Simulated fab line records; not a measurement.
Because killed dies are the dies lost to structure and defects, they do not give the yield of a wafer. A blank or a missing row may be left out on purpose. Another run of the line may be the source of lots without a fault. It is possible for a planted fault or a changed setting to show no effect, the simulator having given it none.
Which tool is to blame? | flow nandHarc | Sampling: 24 lots, 72 wafers, 6 of 1159 route steps

## WHAT EACH GAUGE READ, for each wafer
No reading from a measuring or inspecting step in the record can be judged against a usual standard deviation.

## WHICH TOOL RAN EACH LOT (tool, then ch and the chambers of the sampled wafers, then the start)
lot  | NHARC_A_SLIT_DESCUM_14            | NHARC_A_WL_FILL_STRIP_29          | NHARC_A_CONTACT_ETCH_50                      | NHARC_A_CONTACT_ETCH_120           | NHARC_A_CONTACT_ETCH_122           | NHARC_A_CONTACT_STRIP_55
L074 | rieDiel-06 ch 0,3, day 14 09:07   | rieDiel-03 ch 0,1,3, day 15 16:41 | rieDiel-12 ch 0,1,3, day 16 12:05 or earlier | harCapEtch-03 ch 0,1, day 16 12:05 | harCapEtch-03 ch 0,1, day 16 12:16 | rieDiel-12 ch 0,3, no start
L078 | rieDiel-06 ch 1,3, day 14 17:20   | rieDiel-11 ch 0,1, day 15 23:13   | rieDiel-10 ch 1,2, day 16 21:37 or earlier   | harCapEtch-01 ch 0,1, day 16 21:37 | harCapEtch-01 ch 0,1, day 16 21:48 | rieDiel-10 ch 1,2,3, no start
L075 | rieDiel-04 ch 0,2,3, day 14 17:31 | rieDiel-03 ch 0,1,3, day 15 23:06 | rieDiel-12 ch 1,2, day 16 19:12 or earlier   | harCapEtch-03 ch 0,1, day 16 19:12 | harCapEtch-03 ch 0,1, day 16 19:23 | rieDiel-10 ch 0,1, no start
L077 | rieDiel-04 ch 0,1,2, day 14 17:39 | rieDiel-01 ch 1,2, day 15 23:08   | rieDiel-13 ch 1,3, day 16 23:54 or earlier   | harCapEtch-02 ch 0,1, day 16 23:54 | harCapEtch-02 ch 0,1, day 17 00:05 | rieDiel-13 ch 0,2,3, no start
L076 | rieDiel-06 ch 0,3, day 14 19:19   | rieDiel-01 ch 1,2, day 16 02:58   | rieDiel-13 ch 0,1, day 17 01:03 or earlier   | harCapEtch-01 ch 0,1, day 17 01:03 | harCapEtch-01 ch 0,1, day 17 01:14 | rieDiel-13 ch 1,2, no start
L079 | rieDiel-04 ch 1,2,3, day 15 23:05 | rieDiel-11 ch 0,1,2, day 17 08:42 | rieDiel-12 ch 1,2,3, day 18 02:03 or earlier | harCapEtch-01 ch 0,1, day 18 02:03 | harCapEtch-01 ch 0,1, day 18 02:45 | rieDiel-13 ch 1,2,3, no start
L081 | rieDiel-04 ch 1,3, day 16 09:06   | rieDiel-01 ch 0,2,3, day 17 11:01 | rieDiel-12 ch 0,1,2, day 18 08:16 or earlier | harCapEtch-03 ch 0,1, day 18 08:16 | harCapEtch-03 ch 0,1, day 18 08:26 | rieDiel-10 ch 0,1, no start
L080 | rieDiel-04 ch 0,2,3, day 16 11:05 | rieDiel-11 ch 0,1,2, day 17 11:02 | rieDiel-12 ch 1,2,3, day 18 04:19 or earlier | harCapEtch-02 ch 0,1, day 18 04:19 | harCapEtch-02 ch 0,1, day 18 04:30 | rieDiel-10 ch 1,3, no start
L083 | rieDiel-04 ch 0,1,3, day 16 15:03 | rieDiel-03 ch 0,1,3, day 17 18:59 | rieDiel-12 ch 0,2,3, day 18 14:45 or earlier | harCapEtch-03 ch 0,1, day 18 14:45 | harCapEtch-03 ch 0,1, day 18 14:56 | rieDiel-13 ch 2,3, no start
L082 | rieDiel-07 ch 0,3, day 16 15:28   | rieDiel-11 ch 1,2,3, day 17 22:11 | rieDiel-13 ch 0,1,3, day 18 20:12 or earlier | harCapEtch-02 ch 0,1, day 18 20:12 | harCapEtch-02 ch 0,1, day 18 20:23 | rieDiel-12 ch 1,3, no start
L084 | rieDiel-07 ch 0,2,3, day 16 16:54 | rieDiel-01 ch 0,2,3, day 17 19:00 | rieDiel-12 ch 0,2,3, day 18 16:13 or earlier | harCapEtch-01 ch 1, day 18 16:13   | harCapEtch-01 ch 1, day 18 16:23   | rieDiel-10 ch 0,2,3, no start
L086 | rieDiel-06 ch 0,1,2, day 17 07:25 | rieDiel-01 ch 0,1, day 18 14:04   | rieDiel-10 ch 0,1,2, day 19 09:43 or earlier | harCapEtch-02 ch 0,1, day 19 09:43 | harCapEtch-02 ch 0,1, day 19 09:54 | rieDiel-10 ch 0,2, no start
L087 | rieDiel-04 ch 1,2,3, day 17 07:35 | rieDiel-01 ch 0,3, day 18 17:46   | rieDiel-12 ch 0,3, day 19 12:22 or earlier   | harCapEtch-03 ch 0,1, day 19 12:22 | harCapEtch-03 ch 0,1, day 19 12:32 | rieDiel-12 ch 1,2,3, no start
L089 | rieDiel-04 ch 2,3, day 17 17:26   | rieDiel-01 ch 2,3, day 19 00:05   | rieDiel-10 ch 0,2,3, day 20 01:08 or earlier | harCapEtch-02 ch 0,1, day 20 01:08 | harCapEtch-02 ch 0,1, day 20 01:19 | rieDiel-12 ch 0,2,3, no start
L085 | rieDiel-06 ch 0,1, day 17 18:42   | rieDiel-11 ch 0,2,3, day 19 00:10 | rieDiel-13 ch 1,2, day 19 18:59 or earlier   | harCapEtch-02 ch 0,1, day 19 18:59 | harCapEtch-02 ch 0,1, day 19 19:10 | rieDiel-12 ch 0,1,2, no start
L088 | rieDiel-07 ch 0,1,3, day 17 18:59 | rieDiel-01 ch 0,1,3, day 19 05:15 | rieDiel-10 ch 1,2,3, day 20 04:59 or earlier | harCapEtch-02 ch 0,1, day 20 04:59 | harCapEtch-02 ch 0,1, day 20 05:10 | rieDiel-13 ch 1,2,3, no start
L090 | rieDiel-07 ch 2,3, day 18 06:46   | rieDiel-11 ch 1,3, day 19 09:59   | rieDiel-12 ch 0,2,3, day 20 08:20 or earlier | harCapEtch-03 ch 1, day 20 08:20   | harCapEtch-03 ch 1, day 20 08:31   | rieDiel-12 ch 0,2,3, no start
L094 | rieDiel-06 ch 1,2,3, day 18 21:03 | rieDiel-03 ch 0,2,3, day 20 01:08 | rieDiel-13 ch 0,2,3, day 20 18:39 or earlier | harCapEtch-03 ch 0,1, day 20 18:39 | harCapEtch-03 ch 0,1, day 20 18:50 | rieDiel-13 ch 0,1,3, no start
L092 | rieDiel-04 ch 0,1,3, day 18 21:18 | rieDiel-11 ch 0,2,3, day 20 04:24 | rieDiel-10 ch 0,1,2, day 20 21:59 or earlier | harCapEtch-01 ch 0,1, day 20 21:59 | harCapEtch-01 ch 0,1, day 20 22:10 | rieDiel-12 ch 1,2,3, no start
L093 | rieDiel-07 ch 0,1,2, day 18 21:27 | rieDiel-03 ch 0,1,2, day 20 04:23 | rieDiel-13 ch 1,2,3, day 20 23:29 or earlier | harCapEtch-02 ch 0,1, day 20 23:29 | harCapEtch-02 ch 0,1, day 20 23:40 | rieDiel-12 ch 1,2,3, no start
L091 | rieDiel-06 ch 1,2, day 19 04:57   | rieDiel-01 ch 0,2,3, day 20 11:57 | rieDiel-12 ch 0,3, day 21 10:58 or earlier   | harCapEtch-02 ch 0,1, day 21 10:58 | harCapEtch-02 ch 0,1, day 21 11:08 | rieDiel-12 ch 0,1, no start
L095 | rieDiel-06 ch 0,1,2, day 19 19:37 | rieDiel-11 ch 0,2,3, day 21 04:14 | rieDiel-13 ch 1,2,3, day 21 22:57 or earlier | harCapEtch-01 ch 0,1, day 21 22:57 | harCapEtch-01 ch 0,1, day 21 23:08 | rieDiel-13 ch 0,1,2, no start
L096 | rieDiel-04 ch 0,3, day 19 19:59   | rieDiel-03 ch 1,3, day 21 04:13   | rieDiel-10 ch 2,3, day 21 23:20 or earlier   | harCapEtch-03 ch 0,1, day 21 23:20 | harCapEtch-03 ch 0,1, day 21 23:31 | rieDiel-10 ch 1,2,3, no start
L097 | rieDiel-04 ch 0,2,3, day 20 08:19 | rieDiel-11 ch 1,3, day 21 13:29   | rieDiel-13 ch 1,3, day 22 12:22 or earlier   | harCapEtch-01 ch 0,1, day 22 12:22 | harCapEtch-01 ch 0,1, day 22 12:32 | rieDiel-13 ch 1,2,3, no start
- NHARC_A_SLIT_DESCUM_14: chemistry O2, time 3 s.
- NHARC_A_WL_FILL_STRIP_29: strips in O2, time 20 s.
- NHARC_A_CONTACT_ETCH_50: etches the open film in CF4/CHF3, target depth 84.7 nm, time 42.4 s.
- NHARC_A_CONTACT_ETCH_120: etches the open film in C4F8/O2/Ar, time 94 s, target depth 922 nm.
- NHARC_A_CONTACT_ETCH_122: etches the open film in C4F8/O2/Ar, time 95 s, target depth 930 nm.
- NHARC_A_CONTACT_STRIP_55: strips in O2.

## WHAT THE TOOLS THEMSELVES READ (means of the sampled wafers that have a number; where no wafer has one, the mark that the record gives instead)
NHARC_A_SLIT_DESCUM_14.
lot  | tool       | drypumpMotorCurrentA (A) | oesProductAu (a.u.) | rfVppV (V) | showerheadPlenumPTorr (Torr) | throttleValvePct (%)
L074 | rieDiel-06 | 5.6                      | 0.998               | 57.7       | 1.94                         | 11.304
L078 | rieDiel-06 | 5.4                      | 1.021               | 57.8       | 1.85                         | 11.315
L075 | rieDiel-04 | 5.7                      | 0.996               | 58.7       | 1.99                         | 11.317
L077 | rieDiel-04 | 5.7                      | 1.003               | 57.6       | 1.97                         | 11.308
L076 | rieDiel-06 | 5.6                      | 1.004               | 57.4       | 1.94                         | 11.304
L079 | rieDiel-04 | 5.6                      | 0.998               | 57.8       | 1.94                         | 11.311
L081 | rieDiel-04 | 5.2                      | 1.007               | 58.2       | 1.90                         | 11.322
L080 | rieDiel-04 | 5.7                      | 1.000               | 58.3       | 1.98                         | 11.301
L083 | rieDiel-04 | 5.3                      | 1.005               | 57.0       | 1.95                         | 11.310
L082 | rieDiel-07 | 5.8                      | 0.987               | 57.5       | 1.87                         | 11.315
L084 | rieDiel-07 | 5.7                      | 0.997               | 57.4       | 1.86                         | 11.310
L086 | rieDiel-06 | 5.3                      | 1.010               | 57.0       | 1.83                         | 11.314
L087 | rieDiel-04 | 5.6                      | 1.010               | 58.1       | 1.93                         | 11.306
L089 | rieDiel-04 | 6.0                      | 0.992               | 57.8       | 1.97                         | 11.310
L085 | rieDiel-06 | 5.1                      | 1.005               | 58.1       | 1.80                         | 11.311
L088 | rieDiel-07 | 5.6                      | 1.000               | 57.1       | 1.88                         | 11.315
L090 | rieDiel-07 | 5.5                      | 0.990               | 58.1       | 1.90                         | 11.298
L094 | rieDiel-06 | 5.6                      | 1.003               | 57.7       | 1.87                         | 11.315
L092 | rieDiel-04 | 5.3                      | 1.016               | 57.5       | 1.95                         | 11.316
L093 | rieDiel-07 | 5.6                      | 0.998               | 57.8       | 1.87                         | 11.318
L091 | rieDiel-06 | 5.6                      | 1.007               | 57.2       | 1.83                         | 11.311
L095 | rieDiel-06 | 5.3                      | 1.004               | 57.2       | 1.83                         | 11.308
L096 | rieDiel-04 | 5.3                      | 1.004               | 58.0       | 2.00                         | 11.316
L097 | rieDiel-04 | 5.7                      | 0.989               | 57.6       | 1.98                         | 11.310

NHARC_A_WL_FILL_STRIP_29.
lot  | tool       | drypumpMotorCurrentA (A) | oesProductAu (a.u.) | rfVppV (V) | showerheadPlenumPTorr (Torr) | throttleValvePct (%)
L074 | rieDiel-03 | 5.3                      | 1.006               | 57.2       | 3.49                         | 17.038
L078 | rieDiel-11 | 6.2                      | 0.993               | 57.7       | 3.57                         | 17.036
L075 | rieDiel-03 | 5.3                      | 1.002               | 57.4       | 3.49                         | 17.033
L077 | rieDiel-01 | 5.8                      | 1.003               | 57.6       | 3.40                         | 17.035
L076 | rieDiel-01 | 5.8                      | 1.004               | 57.8       | 3.40                         | 17.046
L079 | rieDiel-11 | 6.2                      | 1.013               | 58.0       | 3.61                         | 17.045
L081 | rieDiel-01 | 6.1                      | 0.998               | 57.1       | 3.42                         | 17.034
L080 | rieDiel-11 | 6.2                      | 1.008               | 58.8       | 3.61                         | 17.036
L083 | rieDiel-03 | 5.3                      | 1.004               | 58.5       | 3.49                         | 17.048
L082 | rieDiel-11 | 6.0                      | 1.002               | 58.0       | 3.61                         | 17.037
L084 | rieDiel-01 | 6.1                      | 0.999               | 57.6       | 3.42                         | 17.032
L086 | rieDiel-01 | 5.8                      | 1.004               | 57.0       | 3.46                         | 17.036
L087 | rieDiel-01 | 6.3                      | 1.003               | 58.2       | 3.47                         | 17.033
L089 | rieDiel-01 | 6.2                      | 0.996               | 58.6       | 3.40                         | 17.037
L085 | rieDiel-11 | 6.1                      | 1.005               | 58.2       | 3.56                         | 17.033
L088 | rieDiel-01 | 6.1                      | 1.011               | 57.7       | 3.46                         | 17.042
L090 | rieDiel-11 | 5.9                      | 1.006               | 57.7       | 3.61                         | 17.036
L094 | rieDiel-03 | 5.4                      | 0.981               | 57.6       | 3.58                         | 17.026
L092 | rieDiel-11 | 6.1                      | 1.011               | 57.7       | 3.56                         | 17.031
L093 | rieDiel-03 | 5.2                      | 0.988               | 58.0       | 3.59                         | 17.041
L091 | rieDiel-01 | 6.1                      | 1.001               | 56.9       | 3.42                         | 17.041
L095 | rieDiel-11 | 6.1                      | 1.008               | 57.6       | 3.56                         | 17.034
L096 | rieDiel-03 | 5.6                      | 1.006               | 57.6       | 3.50                         | 17.036
L097 | rieDiel-11 | 5.8                      | 1.013               | 57.3       | 3.56                         | 17.041

NHARC_A_CONTACT_ETCH_50.
lot  | tool       | drypumpMotorCurrentA (A) | oesProductAu (a.u.) | rfVppV (V) | showerheadPlenumPTorr (Torr) | throttleValvePct (%)
L074 | rieDiel-12 | 5.8                      | 0.955               | 369.3      | 1.54                         | 16.808
L078 | rieDiel-10 | 5.1                      | 0.957               | 369.5      | 1.55                         | 16.798
L075 | rieDiel-12 | 6.5                      | 0.952               | 371.4      | 1.58                         | 16.793
L077 | rieDiel-13 | 6.3                      | 0.928               | 369.6      | 1.54                         | 16.799
L076 | rieDiel-13 | 6.0                      | 0.932               | 369.8      | 1.56                         | 16.809
L079 | rieDiel-12 | 6.1                      | 0.971               | 371.1      | 1.61                         | 16.801
L081 | rieDiel-12 | 6.1                      | 0.924               | 370.2      | 1.55                         | 16.796
L080 | rieDiel-12 | 6.1                      | 0.972               | 371.6      | 1.61                         | 16.802
L083 | rieDiel-12 | 5.7                      | 0.968               | 371.6      | 1.58                         | 16.803
L082 | rieDiel-13 | 6.2                      | 0.933               | 370.0      | 1.54                         | 16.801
L084 | rieDiel-12 | 5.7                      | 0.968               | 370.9      | 1.58                         | 16.794
L086 | rieDiel-10 | 5.4                      | 0.948               | 369.0      | 1.54                         | 16.800
L087 | rieDiel-12 | 5.4                      | 0.984               | 369.9      | 1.57                         | 16.795
L089 | rieDiel-10 | 5.5                      | 0.935               | 368.4      | 1.51                         | 16.800
L085 | rieDiel-13 | 6.2                      | 0.928               | 368.0      | 1.50                         | 16.797
L088 | rieDiel-10 | 5.4                      | 0.940               | 370.2      | 1.56                         | 16.798
L090 | rieDiel-12 | 5.7                      | 0.930               | 371.3      | 1.58                         | 16.808
L094 | rieDiel-13 | 5.9                      | 0.953               | 368.2      | 1.52                         | 16.808
L092 | rieDiel-10 | 5.4                      | 0.919               | 368.8      | 1.54                         | 16.800
L093 | rieDiel-13 | 6.2                      | 0.969               | 368.5      | 1.52                         | 16.807
L091 | rieDiel-12 | 5.4                      | 0.956               | 370.3      | 1.56                         | 16.797
L095 | rieDiel-13 | 6.2                      | 0.975               | 367.7      | 1.51                         | 16.801
L096 | rieDiel-10 | 5.3                      | 0.919               | 368.4      | 1.51                         | 16.795
L097 | rieDiel-13 | 6.5                      | 0.957               | 369.8      | 1.53                         | 16.806

NHARC_A_CONTACT_STRIP_55.
lot  | tool       | drypumpMotorCurrentA (A) | oesProductAu (a.u.) | rfVppV (V) | showerheadPlenumPTorr (Torr) | throttleValvePct (%)
L074 | rieDiel-12 | 5.4                      | 1.001               | 57.7       | 3.51                         | 17.031
L078 | rieDiel-10 | 5.4                      | 0.998               | 57.7       | 3.51                         | 17.037
L075 | rieDiel-10 | 5.7                      | 0.992               | 57.0       | 3.48                         | 17.033
L077 | rieDiel-13 | 5.9                      | 1.002               | 57.4       | 3.43                         | 17.033
L076 | rieDiel-13 | 6.4                      | 1.010               | 57.9       | 3.42                         | 17.037
L079 | rieDiel-13 | 6.3                      | 1.007               | 57.7       | 3.41                         | 17.044
L081 | rieDiel-10 | 5.6                      | 0.996               | 57.9       | 3.48                         | 17.028
L080 | rieDiel-10 | 5.7                      | 0.997               | 57.0       | 3.54                         | 17.043
L083 | rieDiel-13 | 6.1                      | 0.997               | 57.2       | 3.41                         | 17.046
L082 | rieDiel-12 | 5.8                      | 1.009               | 58.1       | 3.56                         | 17.031
L084 | rieDiel-10 | 5.5                      | 1.000               | 56.7       | 3.41                         | 17.039
L086 | rieDiel-10 | 5.5                      | 0.992               | 57.6       | 3.37                         | 17.037
L087 | rieDiel-12 | 6.1                      | 1.004               | 57.8       | 3.60                         | 17.030
L089 | rieDiel-12 | 5.7                      | 1.008               | 57.7       | 3.54                         | 17.027
L085 | rieDiel-12 | 6.1                      | 0.999               | 58.6       | 3.48                         | 17.035
L088 | rieDiel-13 | 6.3                      | 1.007               | 57.2       | 3.40                         | 17.019
L090 | rieDiel-12 | 5.7                      | 1.002               | 57.4       | 3.54                         | 17.031
L094 | rieDiel-13 | 6.2                      | 1.002               | 57.6       | 3.46                         | 17.042
L092 | rieDiel-12 | 6.1                      | 1.009               | 57.1       | 3.59                         | 17.034
L093 | rieDiel-12 | 6.1                      | 1.000               | 57.8       | 3.59                         | 17.042
L091 | rieDiel-12 | 5.9                      | 1.003               | 57.3       | 3.32                         | 17.029
L095 | rieDiel-13 | 6.1                      | 1.000               | 56.9       | 3.41                         | 17.045
L096 | rieDiel-10 | 5.4                      | 1.003               | 57.4       | 3.49                         | 17.037
L097 | rieDiel-13 | 6.3                      | 1.008               | 57.3       | 3.39                         | 17.038

## THE ANSWER, worked out from the rows above alone
Rule: the usual values come from the lots themselves. The widest of any qualifying gaps counts: lots, ordered by their means at a reading, are off when they make up no more than a third of the lots, leave a main group of 4 or more, and stand apart from it by 3 or more times the standard deviation of that group's means. If all means in a main group match to the digits the tables above print for the reading, that group is not used. Also off: a lot with no number at a reading for which 4 or more lots have one. Any other lot the step has rows for is counted as sound. The gauges are gone through in route order, then the tools' own readings, and for those a lot's mean is taken as printed above. The first step at which some lot is off is used, and at that step the reading that is off furthest; a lot without a number counts as furthest.
Across all readings shown, no lot is off: no conclusion can be drawn from this.

## WHAT WAS PUT IN BY THE SIMULATOR
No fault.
